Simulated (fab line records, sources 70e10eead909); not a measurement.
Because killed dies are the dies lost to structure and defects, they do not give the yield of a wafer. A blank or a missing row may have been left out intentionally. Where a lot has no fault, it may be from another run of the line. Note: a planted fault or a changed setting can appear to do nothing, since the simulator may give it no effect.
A lot that was struck, set against a sound lot || flow nandHarc || 39 steps out of a route of 1159
Sound: wafers L714.1, L714.3, L714.5. Wafers struck: L705.1, L705.2, L705.6. At the end, the cause is stated.
Order at every step that has rows: each side's tool, ch and its chambers, its first start. Under that, the readings that differ: sound wafers || struck wafers || difference of the means || sigmas: that difference in standard deviations of wafers without a fault.
alike: same words and numbers on both sides, and readings whose means sit less than 2 such deviations apart. not compared: any withheld reading, any reading some wafer has no value for, any bound like >300 that may hide the same value, and any number with overlapping values for which the record gives no deviation.
Wherever a step has rows on one side only, a row that says differs or no value, or a row with sigmas, the two part there. Non-overlapping numbers with no deviation appear without sigmas and do not part them. A reading that every wafer of one side lacks parts them only if that side has two wafers or more.

first, 11 steps without rows for these wafers: NHARC_A_CONTACT_DESCUM_74 (chemistry O2, time 3 s); NHARC_A_CONTACT_ETCH_75 (etches the open film in CF4, target depth 39 nm, time 65 s); NHARC_A_CONTACT_ETCH_76 (etches the open film in N2/H2, target depth 260 nm, time 475.3 s); NHARC_A_CONTACT_ETCH_77 (etches the open film in CF4/CHF3, target depth 72.6 nm, time 36.3 s); NHARC_A_CONTACT_ETCH_78 (etches the open film in O2/COS, target depth 2800 nm, time 728 s); NHARC_A_CONTACT_ETCH_124 (etches the open film in C4F8/O2/Ar, time 140 s, target depth 700 nm); NHARC_A_CONTACT_ETCH_125 (etches the open film in C4F8/O2/Ar, time 155 s, target depth 956 nm); NHARC_A_CONTACT_ETCH_126 (etches the open film in C4F8/O2/Ar, time 155 s, target depth 956 nm); NHARC_A_CONTACT_ETCH_127 (etches the open film in C4F8/O2/Ar, time 155 s, target depth 956 nm); NHARC_A_CONTACT_ETCH_128 (etches the open film in C4F8/O2/Ar, time 155 s, target depth 956 nm); NHARC_A_CONTACT_ETCH_129 (etches the open film in C4F8/O2/Ar, time 155 s, target depth 956 nm).
NHARC_A_CONTACT_ETCH_130: etches the open film in C4F8/O2/Ar, time 155 s, target depth 956 nm.
  sound on harCapEtch-01 ch 0,1, day 22 10:28; struck on harCapEtch-02 ch 0,1, day 20 03:51
  alike: chamberPressureMTorr
  not compared: rfHoursCounterH
then, 23 steps without rows for these wafers: NHARC_A_CONTACT_ETCH_131 (etches the open film in C4F8/O2/Ar, time 155 s, target depth 956 nm); NHARC_A_CONTACT_ETCH_132 (etches the open film in C4F8/O2/Ar, time 156 s, target depth 958 nm); NHARC_A_CONTACT_ETCH_133 (etches the open film in C4F8/O2/Ar, time 195 s, target depth 840 nm); NHARC_A_CONTACT_ETCH_91 (etches the open film in CH3F/O2, target depth 40 nm, time 85.7 s); NHARC_A_CONTACT_ETCH_97 (etches the open film in C4F6/O2, target depth 20 nm, time 10 s); NHARC_A_CONTACT_STRIP_103 (strips in N2/H2); NHARC_A_CONTACT_STRIP_104 (strips in CF4/CHF3); NHARC_A_CONTACT_STRIP_105 (strips in O2/COS); NHARC_A_CONTACT_ETCH_106 (etches the open film in CF4/O2, target depth 60 nm, overetch 6 nm, time 33 s); NHARC_A_CONTACT_STRIP_82 (strips in O2); NHARC_A_CONTACT_STRIP_83 (strips in post etch residue remover, time 600 s); NHARC_A_CONTACT_DEP_84 (deposits aC, target thk 2000 nm); NHARC_A_CONTACT_DEP_85 (deposits SiON, target thk 50 nm); NHARC_A_CONTACT_DEHYDRATE_00 (time 120 s); NHARC_A_CONTACT_HMDS_01 (time 30 s); NHARC_A_CONTACT_COAT_86 (time 75 s); NHARC_A_CONTACT_COAT_87 (time 65 s); NHARC_A_CONTACT_COAT_02 (resist thk 90 nm); NHARC_A_CONTACT_SOFTBAKE_03 (time 55 s); NHARC_A_CONTACT_EBR_04; NHARC_A_CONTACT_EXPOSE_05 (exposes mask A CC); NHARC_A_CONTACT_PEB_06 (peb time 65 s); NHARC_A_CONTACT_DEVELOP_07 (develop time 35 s).
NHARC_A_CONTACT_DESCUM_13: chemistry O2, time 3 s.
  sound on rieDiel-13 ch 0,1,2, day 22 19:18; struck on rieDiel-02 ch 0,3, day 20 09:11
{"reading": "hold", "sound": "- - -", "struck": "awaitDispo/0.8h/release awaitDispo/0.8h/release awaitDispo/0.8h/release", "difference": "no value on the sound wafers", "sigmas": ""}
  alike: chamberPressureMTorr, drypumpMotorCurrentA, oesProductAu, rfVppV, showerheadPlenumPTorr, throttleValvePct
  not compared: rfHoursCounterH
then, 1 step without rows for these wafers: NHARC_A_CONTACT_ETCH_88 (etches the open film in CF4, target depth 39 nm, time 65 s).
NHARC_A_M0_DESCUM_14: chemistry O2, time 3 s.
  sound on rieDiel-04 ch 0,1,3, day 23 12:48; struck on rieDiel-10 ch 0,1, day 21 16:15
{"reading": "showerheadPlenumPTorr (Torr)", "sound": "1.86 1.92 1.80", "struck": "2.04 2.05 2.05", "difference": "+0.19", "sigmas": "+2"}
{"reading": "model.A_M0.cdNm (nm)", "sound": "79.39 80.04 79.37", "struck": "81.18 80.43 80.96", "difference": "+1.26", "sigmas": ""}
  alike: chamberPressureMTorr, drypumpMotorCurrentA, oesProductAu, rfVppV, throttleValvePct
  not compared: rfHoursCounterH
NHARC_END_SORT_01:
  here the record holds rows for the struck wafers (prober-02 ch 0, day 23 11:32) but none for the sound ones

== WHERE THEY PART ==
At NHARC_A_CONTACT_DESCUM_13 first; at NHARC_END_SORT_01 last (within this record only).

WHY: what the simulator had put in
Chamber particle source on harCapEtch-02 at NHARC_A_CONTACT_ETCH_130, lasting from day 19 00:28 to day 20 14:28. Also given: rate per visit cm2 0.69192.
